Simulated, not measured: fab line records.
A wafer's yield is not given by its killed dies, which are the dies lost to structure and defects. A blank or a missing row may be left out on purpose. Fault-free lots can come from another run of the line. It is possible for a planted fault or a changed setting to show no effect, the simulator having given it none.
Chamber matching ; flow nand_harc ; NHARC_P_GATE_DESCUM_48 on rie_diel-04 has 4 sister chambers
The step chemistry O2, time 3 s. 20 wafers are shown with their chamber, then 10 later ones without.

== EACH WAFER AND ITS CHAMBER ==
wafer;chamber;drypump_motor_current_A (A);oes_product_au (a.u.);throttle_valve_pct (%)
L075.1;0;5.8;1.005;11.292
L075.3;1;5.8;1.000;11.311
L075.6;0;5.8;0.998;11.313
L083.1;1;5.8;0.993;11.319
L083.5;2;5.5;1.004;11.311
L083.6;1;5.8;1.003;11.295
L084.2;1;5.9;0.988;11.315
L084.3;3;5.5;1.003;11.312
L084.5;3;5.5;1.004;11.295
L085.2;3;5.5;1.002;11.305
L085.4;1;5.8;0.994;11.305
L085.5;3;5.5;0.995;11.314
L087.4;1;5.8;1.000;11.315
L087.5;1;5.8;1.004;11.313
L087.6;2;5.4;1.012;11.321
L088.1;2;5.4;1.009;11.305
L088.3;3;5.5;0.999;11.309
L088.4;1;5.8;1.004;11.321
L091.1;3;5.5;0.994;11.311
L091.2;0;5.8;1.006;11.306

SIGNATURES (means of the wafers above)
reading;chamber 0;chamber 1;chamber 2;chamber 3;scatter within a chamber
drypump_motor_current_A;5.800;5.812;5.433;5.500;0.031
oes_product_au;1.00300;0.99825;1.00833;0.99950;0.00504
throttle_valve_pct;11.30367;11.31175;11.31233;11.30767;0.00824
Rule: a wafer lies at a distance from a chamber equal to the root of the sum of squares, over the readings, of (its reading less the chamber's mean, divided by the reading's scatter). The wafer belongs to the nearest chamber; if the next one is less than 2 further off, it can't be placed. How the scatter is found: for the shown wafers, subtract from each reading the mean of its chamber, square and add these, divide the total by (wafers less chambers), then take the root.

== WAFERS WITHOUT THEIR CHAMBER ==
wafer;drypump_motor_current_A (A);oes_product_au (a.u.);throttle_valve_pct (%)
L091.5;5.7;1.000;11.307
L095.1;5.5;0.993;11.300
L095.2;5.4;1.010;11.322
L095.5;5.8;1.002;11.305
L096.1;5.4;1.001;11.312
L096.3;5.5;0.995;11.307
L096.6;5.8;0.987;11.327
L097.1;5.4;1.005;11.307
L097.2;5.4;0.998;11.308
L097.4;5.8;1.009;11.327

== EACH ONE'S CHAMBER ==
wafer;from the rows above;in truth
L091.5;can't be placed: 0 or 1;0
L095.1;3;3
L095.2;2;2
L095.5;can't be placed: 0 or 1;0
L096.1;can't be placed: 2 or 3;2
L096.3;3;3
L096.6;can't be placed: 1 or 0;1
L097.1;can't be placed: 2 or 3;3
L097.2;can't be placed: 2 or 3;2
L097.4;can't be placed: 1 or 0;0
Placed correctly: 3 of 10. Cannot be placed on the basis of these rows: 7; the candidates contain the true chamber in 7. Number placed wrongly: 0.
